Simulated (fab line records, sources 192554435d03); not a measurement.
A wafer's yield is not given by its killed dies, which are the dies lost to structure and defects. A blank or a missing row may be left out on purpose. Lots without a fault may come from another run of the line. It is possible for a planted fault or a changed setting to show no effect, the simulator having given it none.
fab line records    flow n5_finfet
[record] lots = 10  wafers = 28  last_day = 17
route steps=1938 shown BEOL_M14@1757 TV_OPEN@1887 PASSIVATION@1936
lots untouched by any fault: they come from a run of this same line in which no faults occurred
start_h: the number of hours between the record's first day and the start of the first shown wafer of the lot    wait_h: hours elapsed since this lot's preceding step    " unchanged from the row above    L1.1+2: a row that stands for several wafers    - value missing, or start not given    * or withheld: withheld    < > ~ a bound
route shown NAME@n: names a module that has steps shown in the file, with the first one's number in the route    usual: the fault-free wafers' mean and standard deviation    same: alike in all rows    chamber/n: place in a boat    sites: readings site by site    _std_site: the standard deviation of these    _edge_site: inner sites' mean taken away from outer sites' mean    radius_mm: for every site, how far away it sits from the centre of the wafer    mask NAME#n: copy n    behind: the tool/chamber that last shaped the wafer    hold: why the lot was held/for how many hours/how that ended    device: the n, p or np transistor that did not switch    end of line: the tests these same wafers got at the end of their route    a step with no rows: only its recipe    killed: not the wafer's yield, but the dies lost to structure and defects at the first sort    map: a wafer's dies, marking killed ones x, the rest . and places with no die _
set.NAME: the setting as run; set.NAME@STEP: as run at that earlier step    model.NAME: the simulator's own value behind a step, which no gauge read
one table for each step of the route and one row for each wafer, over a sample of lots
services: from which hour (start_h, from the record's first day; less than 0 if before it) a tool's chamber was out of use, for how many hours, and why
[[steps]]
[step N5_BEOL_M14_ETCH_38]
[recipe] chemistry = CF4/N2  target = SiCN  target_depth_a = 1065  taper_deg = 2  time_s = 120.6  ion_energy_ev = 150  mask_material = SiO2  pressure_mtorr = 40  source_w = 430  bias_w = 70  Ar_flow_sccm = 100  cf4_flow_sccm = 60  n2_flow_sccm = 60
[usual] drypump_motor_current_A = 5.7/0.5  oes_product_au = 0.78/0.075  rf_vpp_V = 382.0/1.8  showerhead_plenum_p_Torr = 2.20/0.067  throttle_valve_pct = 15.38/0.25
lot.wafer  tool         chamber  start_h  wait_h  drypump_motor_current_A  oes_product_au  rf_hours_counter_h  rf_vpp_V  showerhead_plenum_p_Torr  throttle_valve_pct
L466.1     rie_diel-01  2        239.05   -       6.2                      0.92            15                  381.3     2.16                      15.03
L466.3     "            0        "        "       5.7                      0.73            189                 381.5     2.21                      15.43
L466.5     "            3        "        "       5.3                      0.84            -                   380.9     2.15                      15.31
L465.2     rie_diel-01  1        240.05   -       6.4                      0.76            141                 380.6     2.13                      15.33
L465.3     "            2        "        "       6.2                      0.93            15                  379.9     2.16                      15.02
L465.4     "            0        "        "       5.7                      0.73            189                 381.1     2.21                      15.41
L464.1     rie_diel-06  0        249.37   -       6.6                      0.88            33                  383.5     2.25                      15.28
L464.5     "            3        "        "       5.6                      0.74            -                   380.3     2.11                      15.38
L467.3     rie_diel-02  1        256.58   -       5.5                      0.66            244                 383.6     2.26                      15.46
L467.4     "            0        "        "       6.1                      0.78            111                 383.1     2.23                      15.18
L467.6     "            0        "        "       6.1                      0.78            -                   381.8     2.23                      15.17
L470.1     rie_diel-02  3        284.79   -       5.2                      0.69            235                 383.9     2.27                      16.00
L470.2     "            2        "        "       5.1                      0.83            94                  381.4     2.14                      15.14
L470.3     "            0        "        "       6.1                      0.77            118                 382.7     2.23                      15.18
L471.3     rie_diel-02  0        290.54   -       6.1                      0.77            120                 381.7     2.23                      15.21
L471.5     "            2        "        "       5.1                      0.83            -                   380.0     2.14                      15.17
L471.6     "            3        "        "       5.2                      0.68            -                   382.8     2.27                      16.00
L482.1     rie_diel-06  2        355.81   -       5.9                      0.73            181                 385.4     2.30                      15.61
L482.2     "            0        "        "       6.7                      0.83            65                  382.8     2.23                      15.33
L482.3     "            3        "        "       5.6                      0.71            206                 380.1     2.10                      15.46
L484.1     rie_diel-01  1        371.39   -       6.4                      0.73            187                 379.7     2.11                      15.42
L484.5     "            3        "        "       5.3                      0.81            -                   381.7     2.14                      15.37
L484.6     "            0        "        "       5.7                      0.69            -                   382.0     2.19                      15.54
L487.3     rie_diel-06  1        382.24   -       5.2                      0.69            198                 385.0     2.27                      15.75
L487.6     "            3        "        "       5.6                      0.70            -                   379.0     2.10                      15.47
L486.3     rie_diel-01  1        397.53   -       6.4                      0.71            197                 380.0     2.11                      15.44
L486.4     "            1        "        "       6.4                      0.71            -                   380.9     2.11                      15.45
L486.5     "            2        "        "       6.3                      0.82            -                   381.8     2.15                      15.15
[step N5_PASSIVATION_PASS_ETCH_74]
[recipe] chemistry = CF4/O2  target = SiNx  target_depth_a = 2200  time_s = 110  ion_energy_ev = 100  pressure_mtorr = 40  source_w = 535  bias_w = 49  Ar_flow_sccm = 100  cf4_flow_sccm = 100  O2_flow_sccm = 10
[usual] drypump_motor_current_A = 5.8/0.31  oes_product_au = 0.78/0.074  rf_vpp_V = 240/4.2  showerhead_plenum_p_Torr = 2.23/0.077  throttle_valve_pct = 15.99/0.25
lot.wafer  tool         chamber  start_h  wait_h  drypump_motor_current_A  oes_product_au  rf_hours_counter_h  rf_vpp_V  showerhead_plenum_p_Torr  throttle_valve_pct
L466.1     rie_diel-03  3        253.29   0.0     5.8                      0.87            44                  244       2.24                      15.95
L466.3     "            1        "        "       5.9                      0.71            216                 242       2.27                      16.45
L466.5     "            3        "        "       5.8                      0.87            -                   243       2.24                      15.95
L465.2     rie_diel-05  2        256.84   0.0     6.3                      0.74            171                 235       2.29                      16.40
L465.3     "            1        "        "       5.8                      0.84            71                  239       2.24                      15.90
L465.4     "            0        "        "       6.1                      0.73            189                 242       2.28                      15.95
L464.1     rie_diel-04  2        269.39   0.0     6.1                      0.74            181                 247       2.27                      15.67
L464.5     "            3        "        "       5.5                      0.71            -                   240       2.02                      15.97
L467.3     rie_diel-04  1        273.52   0.0     5.7                      0.91            16                  238       2.16                      15.46
L467.4     "            1        "        "       5.7                      0.91            -                   240       2.16                      15.45
L467.6     "            3        "        "       5.5                      0.71            -                   238       2.02                      15.95
L470.1     rie_diel-05  1        307.12   0.0     5.7                      0.84            85                  238       2.23                      15.92
L470.2     "            0        "        "       6.1                      0.73            203                 242       2.27                      15.97
L470.3     "            2        "        "       6.3                      0.73            186                 235       2.28                      16.41
L471.3     rie_diel-04  2        307.51   0.0     6.0                      0.73            189                 249       2.27                      15.68
L471.5     "            0        "        "       5.9                      0.71            -                   242       2.28                      16.09
L471.6     "            3        "        "       5.5                      0.71            -                   239       2.02                      15.97
L482.1     rie_diel-05  2        370.25   0.0     6.3                      0.72            205                 235       2.28                      16.45
L482.2     "            0        "        "       6.1                      0.71            220                 243       2.27                      16.01
L482.3     "            1        "        "       5.8                      0.80            103                 237       2.23                      15.96
L484.1     rie_diel-04  1        389.00   0.0     5.7                      0.85            48                  239       2.15                      15.52
L484.5     "            2        "        "       6.1                      0.72            -                   247       2.26                      15.72
L484.6     "            3        "        "       5.5                      0.70            -                   237       2.01                      16.02
L487.3     rie_diel-03  2        397.95   0.0     5.4                      0.74            172                 239       2.20                      16.12
L487.6     "            1        "        "       5.9                      0.98            -                   240       2.26                      16.04
L486.3     rie_diel-03  1        410.61   0.0     5.9                      0.96            7                   241       2.26                      16.06
L486.4     "            0        "        "       5.2                      0.85            81                  231       2.23                      15.84
L486.5     "            1        "        "       5.9                      0.97            -                   242       2.26                      16.06
[step N5_PASSIVATION_VIA_ETCH_13]
[recipe] chemistry = CHF3/O2  target = SiO2  target_depth_a = 6600  CHF3_flow_sccm = 50  O2_flow_sccm = 5  Ar_flow_sccm = 200  time_s = 330  mask_material = PR  pressure_mtorr = 30  source_w = 650  bias_w = 170  ion_energy_ev = 200  ends = cleared
[usual] drypump_motor_current_A = 5.8/0.31  etch_rf_on_time_s = 235/4.6  oes_product_au = 0.70/0.065  rf_vpp_V = 522/9.3  showerhead_plenum_p_Torr = 2.44/0.085  throttle_valve_pct = 18.89/0.22
lot.wafer  tool         chamber  start_h  wait_h  drypump_motor_current_A  etch_rf_on_time_s  oes_product_au  rf_hours_counter_h  rf_vpp_V  showerhead_plenum_p_Torr  throttle_valve_pct
L466.1     rie_diel-03  3        253.38   0.0     5.8                      239                0.78            44                  530       2.46                      18.98
L466.3     "            1        "        "       5.9                      230                0.63            217                 525       2.49                      19.38
L466.5     "            3        "        "       5.8                      237                0.78            -                   532       2.46                      18.96
L465.2     rie_diel-05  2        256.93   0.0     6.3                      240                0.67            171                 510       2.49                      19.19
L465.3     "            1        "        "       5.8                      235                0.76            71                  520       2.45                      18.85
L465.4     "            0        "        "       6.1                      236                0.66            189                 530       2.50                      18.86
L464.1     rie_diel-04  2        269.48   0.0     6.0                      235                0.68            181                 539       2.50                      18.55
L464.5     "            3        "        "       5.5                      238                0.66            -                   519       2.21                      18.83
L467.3     rie_diel-04  1        273.61   0.0     5.7                      228                0.82            16                  522       2.36                      18.40
L467.4     "            1        "        "       5.7                      234                0.82            -                   522       2.36                      18.41
L467.6     "            3        "        "       5.5                      239                0.65            -                   521       2.21                      18.84
L470.1     rie_diel-05  1        307.21   0.0     5.7                      235                0.73            85                  519       2.45                      18.89
L470.2     "            0        "        "       6.1                      231                0.65            203                 528       2.50                      18.90
L470.3     "            2        "        "       6.4                      239                0.65            186                 511       2.48                      19.20
L471.3     rie_diel-04  2        307.60   0.0     6.0                      233                0.67            189                 538       2.50                      18.59
L471.5     "            0        "        "       5.8                      237                0.65            -                   526       2.49                      18.93
L471.6     "            3        "        "       5.5                      241                0.64            -                   521       2.21                      18.88
L482.1     rie_diel-05  2        370.34   0.0     6.3                      234                0.64            205                 510       2.47                      19.25
L482.2     "            0        "        "       6.1                      231                0.64            220                 529       2.49                      18.92
L482.3     "            1        "        "       5.7                      233                0.73            103                 518       2.44                      18.89
L484.1     rie_diel-04  1        389.09   0.0     5.6                      229                0.77            49                  520       2.35                      18.45
L484.5     "            2        "        "       6.1                      237                0.65            -                   539       2.49                      18.60
L484.6     "            3        "        "       5.5                      238                0.63            -                   520       2.20                      18.89
L487.3     rie_diel-03  2        398.04   0.0     5.4                      232                0.67            172                 519       2.40                      18.96
L487.6     "            1        "        "       5.9                      237                0.88            -                   524       2.48                      19.05
L486.3     rie_diel-03  1        410.70   0.0     5.9                      231                0.87            7                   524       2.48                      19.04
L486.4     "            0        "        "       5.2                      228                0.76            81                  501       2.43                      18.72
L486.5     "            1        "        "       5.9                      230                0.88            -                   525       2.48                      19.02
[step N5_PASSIVATION_ETCH_15]
[recipe] chemistry = CF4/N2  target = SiCN  target_depth_a = 750  taper_deg = 2  time_s = 81.2  ion_energy_ev = 150  mask_material = SiNx  pressure_mtorr = 40  source_w = 430  bias_w = 70  Ar_flow_sccm = 100  cf4_flow_sccm = 60  n2_flow_sccm = 60
[usual] drypump_motor_current_A = 5.8/0.32  oes_product_au = 0.78/0.074  rf_vpp_V = 382.9/2.1  showerhead_plenum_p_Torr = 2.23/0.078  throttle_valve_pct = 15.44/0.24
lot.wafer  tool         chamber  start_h  wait_h  drypump_motor_current_A  oes_product_au  rf_hours_counter_h  rf_vpp_V  showerhead_plenum_p_Torr  throttle_valve_pct
L466.1     rie_diel-03  3        -        -       5.8                      0.86            44                  385.0     2.24                      15.43
L466.3     "            1        "        "       5.9                      0.70            217                 383.9     2.27                      15.92
L466.5     "            3        "        "       5.8                      0.86            -                   383.0     2.24                      15.41
L465.2     rie_diel-05  2        -        -       6.4                      0.74            171                 385.7     2.29                      15.83
L465.3     "            1        "        "       5.8                      0.84            71                  382.9     2.24                      15.34
L465.4     "            0        "        "       6.1                      0.74            189                 383.6     2.28                      15.39
L464.1     rie_diel-04  2        -        -       6.0                      0.73            181                 384.1     2.28                      15.15
L464.5     "            3        "        "       5.5                      0.72            -                   376.8     2.03                      15.43
L467.3     rie_diel-04  1        -        -       5.6                      0.91            16                  381.2     2.16                      14.92
L467.4     "            1        "        "       5.6                      0.90            -                   380.8     2.16                      14.92
L467.6     "            3        "        "       5.5                      0.71            -                   378.6     2.03                      15.43
L470.1     rie_diel-05  1        -        -       5.7                      0.83            85                  382.1     2.23                      15.39
L470.2     "            0        "        "       6.1                      0.73            203                 385.2     2.28                      15.44
L470.3     "            2        "        "       6.3                      0.73            186                 385.0     2.28                      15.86
L471.3     rie_diel-04  2        -        -       6.1                      0.73            190                 384.5     2.28                      15.15
L471.5     "            0        "        "       5.9                      0.71            -                   384.5     2.28                      15.54
L471.6     "            3        "        "       5.5                      0.71            -                   378.0     2.02                      15.44
L482.1     rie_diel-05  2        -        -       6.3                      0.72            205                 382.7     2.28                      15.89
L482.2     "            0        "        "       6.1                      0.71            220                 383.2     2.27                      15.46
L482.3     "            1        "        "       5.7                      0.80            103                 383.2     2.23                      15.41
L484.1     rie_diel-04  1        -        -       5.6                      0.86            49                  380.7     2.15                      14.97
L484.5     "            2        "        "       6.1                      0.71            -                   383.1     2.27                      15.21
L484.6     "            3        "        "       5.5                      0.69            -                   377.7     2.01                      15.48
L487.3     rie_diel-03  2        -        -       5.4                      0.74            172                 381.5     2.20                      15.57
L487.6     "            1        "        "       5.9                      0.98            -                   385.9     2.26                      15.49
L486.3     rie_diel-03  1        -        -       5.9                      0.96            7                   384.3     2.26                      15.48
L486.4     "            0        "        "       5.2                      0.84            81                  383.6     2.23                      15.30
L486.5     "            1        "        "       5.9                      0.96            -                   383.2     2.26                      15.48
[step N5_PASSIVATION_PROBE_49]
[usual] defect_limited_yield = 91.4/1.5  killed_at_M0_to_M3 = 33/9.8  killed_at_M4_up = 14/5.5  killed_at_contacts = 12/6.5  killed_at_front_end = 38/11  killed_at_other = 3/3.1  killed_dies = 101/17  killed_on_rim = 14/4.4  killed_open = 66/13  killed_short = 32/7.5  sort_bin_5_function = 5.0/1  sort_bin_6_memory = 3.2/0.69  sort_n_pass = 1079/17  sort_yield_pct = 91.4/1.5
[same] gross_dies = 1180  killed_at_back_side = 0  sort_bin_4_leakage[%] = 0  sort_bin_8_speed[%] = 0
lot.wafer  tool       chamber  start_h  wait_h  defect_limited_yield[%]  killed_at_M0_to_M3  killed_at_M4_up  killed_at_contacts  killed_at_front_end  killed_at_other  killed_dies  killed_on_rim  killed_open  killed_short  sort_bin_5_function[%]  sort_bin_6_memory[%]  sort_n_pass  sort_yield_pct[%]
L466.1     prober-01  -        260.99   0.0     91.6                     25                  12               6                   51                   5                99           20             62           27            4.3                     3.0                   1081         91.6
L466.3     prober-01  -        261.09   0.1     90.9                     22                  21               8                   48                   8                107          6              64           43            5.1                     3.7                   1073         90.9
L466.5     prober-01  -        261.19   0.2     92.5                     35                  9                11                  29                   4                88           14             53           34            4.2                     2.9                   1092         92.5
L465.2     prober-01  -        263.35   0.1     90.3                     36                  24               16                  38                   0                114          16             81           33            6.0                     3.6                   1066         90.3
L465.3     prober-01  -        263.40   0.1     91.7                     33                  22               10                  30                   3                98           13             65           32            5.8                     2.5                   1082         91.7
L465.4     prober-01  -        263.45   0.2     91.5                     31                  19               10                  39                   1                100          12             72           28            4.9                     3.4                   1080         91.5
L464.1     prober-02  -        276.98   0.0     89.8                     51                  10               6                   53                   0                120          21             81           39            6.1                     3.9                   1060         89.8
L464.5     prober-02  -        277.18   0.2     90.3                     45                  11               8                   50                   0                114          17             58           48            4.7                     3.7                   1066         90.3
L467.3     prober-01  -        280.01   0.1     90.7                     49                  9                11                  35                   6                110          12             73           33            4.7                     4.1                   1070         90.7
L467.4     prober-01  -        280.06   0.2     92.7                     27                  9                9                   41                   0                86           10             58           25            4.2                     2.6                   1094         92.7
L467.6     prober-01  -        280.16   0.3     92.8                     26                  5                14                  39                   1                85           9              53           32            3.6                     3.1                   1095         92.8
L470.1     prober-02  -        313.41   0.0     78.3                     35                  97               28                  92                   4                256          42             87           31            12.8                    4.3                   924          78.3
L470.2     prober-02  -        313.46   0.1     74.2                     30                  156              10                  104                  4                304          39             58           25            15.9                    4.3                   876          74.2
L470.3     prober-02  -        313.51   0.1     77.7                     30                  127              7                   99                   0                263          37             67           26            12.0                    4.3                   917          77.7
L471.3     prober-02  -        315.16   0.1     69.3                     25                  140              14                  178                  5                362          27             64           26            19.0                    4.7                   818          69.3
L471.5     prober-02  -        315.26   0.2     67.2                     40                  142              7                   188                  10               387          24             78           35            19.7                    5.8                   793          67.2
L471.6     prober-02  -        315.31   0.3     69.9                     16                  130              9                   192                  8                355          36             61           20            18.4                    4.1                   825          69.9
L482.1     prober-01  -        376.96   0.0     93.7                     29                  11               3                   25                   6                74           10             45           29            3.5                     2.5                   1106         93.7
L482.2     prober-01  -        377.01   0.1     91.4                     45                  14               6                   37                   0                102          19             60           32            4.8                     2.7                   1078         91.4
L482.3     prober-01  -        377.06   0.1     93.5                     18                  16               10                  25                   8                77           11             48           29            3.7                     2.4                   1103         93.5
L484.1     prober-01  -        397.13   1.3     93.3                     35                  8                7                   27                   2                79           7              51           26            4.2                     2.2                   1101         93.3
L484.5     prober-01  -        397.33   1.5     92.5                     30                  9                5                   39                   5                88           14             56           30            4.2                     3.1                   1092         92.5
L484.6     prober-01  -        397.38   1.6     91.7                     40                  12               6                   33                   7                98           13             56           40            4.7                     3.5                   1082         91.7
L487.3     prober-01  -        405.89   0.1     92.2                     26                  10               14                  37                   5                92           16             58           31            4.8                     2.6                   1088         92.2
L487.6     prober-01  -        406.04   0.3     92.7                     25                  13               13                  35                   0                86           11             51           34            3.4                     3.6                   1094         92.7
L486.3     prober-02  -        417.67   0.1     89.7                     34                  11               21                  38                   17               121          25             74           40            4.9                     4.4                   1059         89.7
L486.4     prober-02  -        417.72   0.2     92.9                     36                  9                5                   29                   5                84           13             49           33            4.5                     2.4                   1096         92.9
L486.5     prober-02  -        417.77   0.2     91.0                     40                  15               18                  29                   4                106          17             70           35            5.8                     2.9                   1074         91.0
// killed by level:class
L466.1 FIN_SAQP:geometric_particle:open=10 STI_FIN_REVEAL:geometric_particle:open=10 HKMG_FIN:area_etch=9 MOL_CONTACT_COAG:geometric_particle:open=6 BEOL_M3:geometric_particle:open=6 BEOL_M4:geometric_particle:open=6 FIN_SAQP:geometric_particle:short=5 BEOL_M0_SAQP:geometric_particle:open=5
L466.3 FIN_SAQP:geometric_particle:open=12 FIN_SAQP:geometric_particle:short=12 MOL_CONTACT_COAG:geometric_particle:open=7 BEOL_M5:geometric_particle:open=7 STI_FIN_REVEAL:geometric_particle:open=6 GATE_CUT:geometric_particle:short=6 BEOL_M4:geometric_particle:open=6 BEOL_M0_SAQP:geometric_particle:short=5
L466.5 BEOL_M0_SAQP:geometric_particle:open=10 MOL_CONTACT_COAG:geometric_particle:open=8 GATE_CUT:geometric_particle:short=6 GATE_CUT:geometric_particle:open=5 BEOL_M0_SAQP:geometric_particle:short=5 BEOL_M0:geometric_particle:open=5 BEOL_M2:geometric_particle:open=5 BEOL_M3:geometric_particle:open=5
L465.2 BEOL_M3:geometric_particle:open=17 MOL_CONTACT_COAG:geometric_particle:open=13 DUMMY_GATE:geometric_particle:open=10 BEOL_M5:geometric_particle:open=8 GATE_CUT:geometric_particle:short=5 BEOL_M2:geometric_particle:open=5 BEOL_M4:geometric_particle:open=5 STARTING-WAFER:geometric_particle:short=5
L465.3 BEOL_M3:geometric_particle:open=12 BEOL_M4:geometric_particle:open=11 FIN_SAQP:geometric_particle:short=9 MOL_CONTACT_COAG:geometric_particle:open=7 BEOL_M2:geometric_particle:open=5 STARTING-WAFER:geometric_particle:open=5 STI_FIN_REVEAL:geometric_particle:open=4 BEOL_M0_SAQP:geometric_particle:short=4
L465.4 BEOL_M3:geometric_particle:open=11 DUMMY_GATE:geometric_particle:open=8 MOL_CONTACT_COAG:geometric_particle:open=8 FIN_SAQP:geometric_particle:short=7 BEOL_M2:geometric_particle:open=6 STI_FIN_REVEAL:geometric_particle:open=5 BEOL_M0_SAQP:geometric_particle:open=5 BEOL_M4:geometric_particle:open=5
L464.1 STI_FIN_REVEAL:geometric_particle:open=13 BEOL_M0_SAQP:geometric_particle:short=13 BEOL_M3:geometric_particle:open=12 BEOL_M0_SAQP:geometric_particle:open=11 FIN_SAQP:geometric_particle:open=10 BEOL_M1:geometric_particle:open=7 FIN_SAQP:geometric_particle:short=6 ILD0:geometric_particle:short=4
L464.5 FIN_SAQP:geometric_particle:open=13 BEOL_M1:geometric_particle:open=8 BEOL_M3:geometric_particle:short=8 BEOL_M0_SAQP:geometric_particle:short=7 BEOL_M0_SAQP:geometric_particle:open=7 HKMG_FIN:area_etch=7 ILD0:geometric_particle:short=5 MOL_CONTACT_COAG:geometric_particle:open=5
L467.3 BEOL_M0_SAQP:geometric_particle:open=14 MOL_CONTACT_COAG:geometric_particle:open=9 BEOL_M1:geometric_particle:open=9 STI_FIN_REVEAL:geometric_particle:open=8 BEOL_M3:geometric_particle:open=8 FIN_SAQP:geometric_particle:short=7 GATE_CUT:geometric_particle:short=5 BEOL_M0_SAQP:geometric_particle:short=5
L467.4 STI_FIN_REVEAL:geometric_particle:open=9 FIN_SAQP:geometric_particle:short=8 FIN_SAQP:geometric_particle:open=7 MOL_CONTACT_COAG:geometric_particle:open=6 BEOL_M3:geometric_particle:open=5 BEOL_M0:geometric_particle:open=4 BEOL_M2:geometric_particle:open=4 STARTING-WAFER:geometric_particle:open=4
L467.6 MOL_CONTACT_COAG:geometric_particle:open=11 STI_FIN_REVEAL:geometric_particle:open=6 BEOL_M1:geometric_particle:open=6 BEOL_M0_SAQP:geometric_particle:short=5 FIN_SAQP:geometric_particle:short=4 FIN_SAQP:geometric_particle:open=4 GATE_CUT:geometric_particle:short=4 ILD0:geometric_particle:short=4
L470.1 BEOL_M14:unspecified=89 HKMG_FIN:unspecified=46 MOL_CONTACT_COAG:geometric_particle:open=20 STI_FIN_REVEAL:geometric_particle:open=16 BEOL_M0_SAQP:geometric_particle:open=12 BEOL_M3:geometric_particle:open=8 MOL_CONTACT_COAG:geometric_particle:short=8 FIN_SAQP:geometric_particle:open=7
L470.2 BEOL_M14:unspecified=148 HKMG_FIN:unspecified=71 FIN_SAQP:geometric_particle:open=11 BEOL_M3:geometric_particle:open=9 FIN_SAQP:geometric_particle:short=8 MOL_CONTACT_COAG:geometric_particle:open=8 BEOL_M2:geometric_particle:open=7 GATE_CUT:geometric_particle:short=6
L470.3 BEOL_M14:unspecified=112 HKMG_FIN:unspecified=55 FIN_SAQP:geometric_particle:open=11 BEOL_M3:geometric_particle:open=10 FIN_SAQP:geometric_particle:short=9 BEOL_M2:geometric_particle:open=8 BEOL_M0_SAQP:geometric_particle:short=7 MOL_CONTACT_COAG:geometric_particle:open=7
L471.3 HKMG_FIN:unspecified=138 BEOL_M14:unspecified=130 FIN_SAQP:geometric_particle:open=14 MOL_CONTACT_COAG:geometric_particle:open=12 STI_FIN_REVEAL:geometric_particle:open=6 BEOL_M2:geometric_particle:open=6 BEOL_M7:geometric_particle:open=6 BEOL_M0_SAQP:geometric_particle:short=5
L471.5 HKMG_FIN:unspecified=140 BEOL_M14:unspecified=134 FIN_SAQP:geometric_particle:open=19 BEOL_M0_SAQP:geometric_particle:open=15 FIN_SAQP:geometric_particle:short=9 STI_FIN_REVEAL:geometric_particle:open=8 BEOL_M0_SAQP:geometric_particle:short=6 BEOL_M1:geometric_particle:open=6
L471.6 HKMG_FIN:unspecified=141 BEOL_M14:unspecified=120 STI_FIN_REVEAL:geometric_particle:open=19 FIN_SAQP:geometric_particle:open=10 HKMG_FIN:area_etch=10 MOL_CONTACT_COAG:geometric_particle:open=7 BEOL_M2:geometric_particle:open=6 STI_FIN_REVEAL:geometric_particle:short=5
L482.1 FIN_SAQP:geometric_particle:open=11 BEOL_M2:geometric_particle:open=8 BEOL_M0_SAQP:geometric_particle:short=7 BEOL_M0_SAQP:geometric_particle:open=6 STARTING-WAFER:geometric_particle:short=6 BEOL_M1:geometric_particle:open=4 BEOL_M5:geometric_particle:open=3 FIN_SAQP:geometric_particle:short=2
L482.2 BEOL_M3:geometric_particle:open=11 BEOL_M2:geometric_particle:open=9 HKMG_FIN:area_etch=9 FIN_SAQP:geometric_particle:short=8 BEOL_M0_SAQP:geometric_particle:open=6 MOL_CONTACT_COAG:geometric_particle:open=5 BEOL_M0:geometric_particle:open=5 DUMMY_GATE:geometric_particle:open=4
L482.3 MOL_CONTACT_COAG:geometric_particle:open=8 FIN_SAQP:geometric_particle:open=6 BEOL_M4:geometric_particle:open=5 FIN_SAQP:geometric_particle:short=3 BEOL_M2:geometric_particle:open=3 GATE_CUT:geometric_particle:open=3 BEOL_M3:geometric_particle:short=3 PASS1_DEP:geometric_particle:short=3
L484.1 BEOL_M0_SAQP:geometric_particle:open=9 BEOL_M0_SAQP:geometric_particle:short=9 STI_FIN_REVEAL:geometric_particle:open=6 BEOL_M2:geometric_particle:open=6 FIN_SAQP:geometric_particle:open=5 GATE_CUT:geometric_particle:short=4 MOL_CONTACT_COAG:geometric_particle:short=4 BEOL_M5:geometric_particle:open=4
L484.5 STI_FIN_REVEAL:geometric_particle:open=12 BEOL_M0_SAQP:geometric_particle:short=8 BEOL_M0_SAQP:geometric_particle:open=8 FIN_SAQP:geometric_particle:short=7 FIN_SAQP:geometric_particle:open=4 BEOL_M2:geometric_particle:open=4 MOL_CONTACT_COAG:geometric_particle:open=4 GATE_CUT:geometric_particle:short=3
L484.6 BEOL_M3:geometric_particle:open=12 FIN_SAQP:geometric_particle:short=10 BEOL_M2:geometric_particle:open=7 STI_FIN_REVEAL:geometric_particle:open=6 BEOL_M0_SAQP:geometric_particle:short=6 BEOL_M1:geometric_particle:open=6 PAD_METAL:geometric_particle:short=5 ILD0:geometric_particle:short=3
L487.3 MOL_CONTACT_COAG:geometric_particle:open=11 FIN_SAQP:geometric_particle:short=10 BEOL_M0_SAQP:geometric_particle:open=8 FIN_SAQP:geometric_particle:open=6 BEOL_M1:geometric_particle:open=6 STI_FIN_REVEAL:geometric_particle:open=5 GATE_CUT:geometric_particle:short=5 BEOL_M8:geometric_particle:open=4
L487.6 FIN_SAQP:geometric_particle:short=10 MOL_CONTACT_COAG:geometric_particle:open=10 STI_FIN_REVEAL:geometric_particle:open=7 BEOL_M0_SAQP:geometric_particle:short=7 BEOL_M0_SAQP:geometric_particle:open=6 BEOL_M4:geometric_particle:open=6 BEOL_M2:geometric_particle:short=4 STARTING-WAFER:geometric_particle:short=4
L486.3 MOL_CONTACT_COAG:geometric_particle:open=18 BEOL_M3:geometric_particle:open=9 PASS1_CAP:geometric_particle:short=8 DUMMY_GATE:geometric_particle:open=7 BEOL_M0_SAQP:geometric_particle:short=7 BEOL_M0_SAQP:geometric_particle:open=6 HKMG_FIN:area_etch=6 FIN_SAQP:geometric_particle:open=5
L486.4 BEOL_M0_SAQP:geometric_particle:open=8 BEOL_M2:geometric_particle:open=7 BEOL_M0_SAQP:geometric_particle:short=6 MOL_CONTACT_COAG:geometric_particle:open=5 STARTING-WAFER:geometric_particle:open=5 DUMMY_GATE:geometric_particle:short=4 STARTING-WAFER:geometric_particle:short=4 STI_FIN_REVEAL:geometric_particle:open=3
L486.5 MOL_CONTACT_COAG:geometric_particle:open=15 BEOL_M3:geometric_particle:open=11 BEOL_M0_SAQP:geometric_particle:short=8 BEOL_M5:geometric_particle:open=7 STI_FIN_REVEAL:geometric_particle:open=5 BEOL_M0_SAQP:geometric_particle:open=5 BEOL_M2:geometric_particle:open=5 DUMMY_GATE:geometric_particle:open=4
[[services]]
tool         chamber  start_h  hours  kind
rie_diel-06  2        233.31   5.4    repair
rie_diel-04  2        272.67   4.3    repair
rie_diel-02  1        272.82   -      clean
rie_diel-02  1        272.82   -      consumable_replace:focus_ring
rie_diel-02  1        272.82   19.7   scheduled_down
rie_diel-02  1        272.82   19.7   vent_cycle
rie_diel-01  -        276.74   3.5    repair
rie_diel-01  3        280.83   10.1   repair
rie_diel-05  0        282.06   8.2    repair
rie_diel-05  1        297.76   7.1    repair
rie_diel-02  0        301.45   6.4    repair
rie_diel-02  3        319.57   8.6    repair
rie_diel-06  3        327.78   5.0    repair
rie_diel-03  3        329.38   6.4    repair
rie_diel-06  0        341.21   4.4    repair
rie_diel-06  1        352.55   12.5   repair
rie_diel-03  1        371.32   -      clean
rie_diel-03  1        371.32   -      consumable_replace:focus_ring
rie_diel-03  1        371.32   15.7   scheduled_down
rie_diel-03  1        371.32   15.7   vent_cycle
rie_diel-05  0        372.70   7.5    repair
rie_diel-05  3        381.21   9.7    repair
rie_diel-02  2        400.33   16.5   repair
rie_diel-06  1        405.91   1.3    repair
[[key]]
[first_sign] step = N5_PASSIVATION_PROBE_49  reading = killed_at_M4_up  direction = up  sigmas = 22  usual = 14  struck = 132
[effect] step = N5_PASSIVATION_PROBE_49  reading = defect_limited_yield  direction = down  sigmas = 13  usual = 91.4  struck = 72.8
[more_kills_born_at] N5_BEOL_M14_ETCH_38@rie_diel-02 = 733
met_at N5_BEOL_M14_ETCH_38
struck_lots L470,L471
[baseline_loss] step = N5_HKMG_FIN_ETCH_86  wafers = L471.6
not_acting_at N5_PASSIVATION_PASS_ETCH_74,N5_PASSIVATION_VIA_ETCH_13,N5_PASSIVATION_ETCH_15
onset_between 256.58 284.79
[earlier_fault] kind = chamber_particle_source  tool = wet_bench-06  chamber = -  onset_h = 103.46  steps = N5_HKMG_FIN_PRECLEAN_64  rate_per_visit_cm2 = 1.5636
[fault] kind = chamber_particle_source  tool = rie_diel-02  chamber = -  onset_h = 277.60  steps = N5_BEOL_M14_ETCH_38  rate_per_visit_cm2 = 1.5201  until_the_next_wet_clean = True
// baseline_loss: these wafers lose ten dies or more at that step, a loss of the line's own and not of a fault; the sort's usual values leave them out
